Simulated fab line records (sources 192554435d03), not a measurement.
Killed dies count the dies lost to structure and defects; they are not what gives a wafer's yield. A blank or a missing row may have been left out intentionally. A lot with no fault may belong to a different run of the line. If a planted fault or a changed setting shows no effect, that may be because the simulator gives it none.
Matching of chambers + flow n5 finfet + N5_GATE_CUT_ALD_22 on ald sin-04 has 4 sister chambers
The step deposits SiNx, target thk 16 nm, pulse time 1 s, ald cycles 320. 14 wafers are shown with their chamber, then 6 later ones without.

== EACH WAFER AND ITS CHAMBER ==
| wafer  | chamber | heater power w (W) | heater power outer w (W) | precursor pulse height rel |
|--------|---------|--------------------|--------------------------|----------------------------|
| L222.3 | 3       | 887                | 517                      | 1.012                      |
| L222.4 | 1       | 829                | 506                      | 0.989                      |
| L222.6 | 3       | 910                | 524                      | 1.011                      |
| L224.2 | 3       | 887                | 510                      | 0.982                      |
| L224.3 | 2       | 771                | 461                      | 1.024                      |
| L224.5 | 1       | 816                | 524                      | 1.004                      |
| L225.1 | 2       | 789                | 476                      | 1.001                      |
| L225.2 | 3       | 880                | 526                      | 1.006                      |
| L225.6 | 1       | 831                | 504                      | 0.960                      |
| L239.1 | 3       | 911                | 525                      | 1.026                      |
| L239.4 | 1       | 853                | 508                      | 1.059                      |
| L238.2 | 2       | 762                | 470                      | 0.989                      |
| L238.4 | 0       | 816                | 487                      | 1.011                      |
| L238.5 | 0       | 816                | 499                      | 1.025                      |

SIGNATURES (means of the wafers above)
| reading                    | chamber 0 | chamber 1 | chamber 2 | chamber 3 | scatter within a chamber |
|----------------------------|-----------|-----------|-----------|-----------|--------------------------|
| heater power w             | 816.00    | 832.25    | 774.00    | 895.00    | 13.9                     |
| heater power outer w       | 493.00    | 510.50    | 469.00    | 520.40    | 7.89                     |
| precursor pulse height rel | 1.01800   | 1.00300   | 1.00467   | 1.00740   | 0.0263                   |
Rule: for a wafer and a chamber, the distance is found by dividing, reading by reading, the gap between the wafer's reading and the chamber's mean by the reading's scatter, squaring, summing and taking the root. The wafer belongs to the nearest chamber; if the next one is less than 2 further off, it can't be placed. How the scatter is found: for the shown wafers, subtract from each reading the mean of its chamber, square and add these, divide the total by (wafers less chambers), then take the root.

== WAFERS WHOSE CHAMBER IS MISSING ==
| wafer  | heater power w (W) | heater power outer w (W) | precursor pulse height rel |
|--------|--------------------|--------------------------|----------------------------|
| L242.1 | 857                | 504                      | 0.985                      |
| L242.3 | 784                | 489                      | 1.032                      |
| L242.5 | 916                | 541                      | 0.990                      |
| L243.1 | 845                | 509                      | 1.024                      |
| L243.2 | 772                | 468                      | 1.000                      |
| L243.5 | 853                | 505                      | 0.997                      |

== THE CHAMBER EACH PASSED THROUGH ==
| wafer  | from the rows above          | in truth |
|--------|------------------------------|----------|
| L242.1 | can't be placed: 1 or 0 or 3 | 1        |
| L242.3 | can't be placed: 0 or 2      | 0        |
| L242.5 | 3                            | 3        |
| L243.1 | can't be placed: 1 or 0      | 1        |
| L243.2 | 2                            | 2        |
| L243.5 | can't be placed: 1 or 0 or 3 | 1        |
Placed correctly: 2 of 6. Unplaceable from these rows: 4, with the true chamber sitting among the candidates in 4. Wrongly placed: 0.
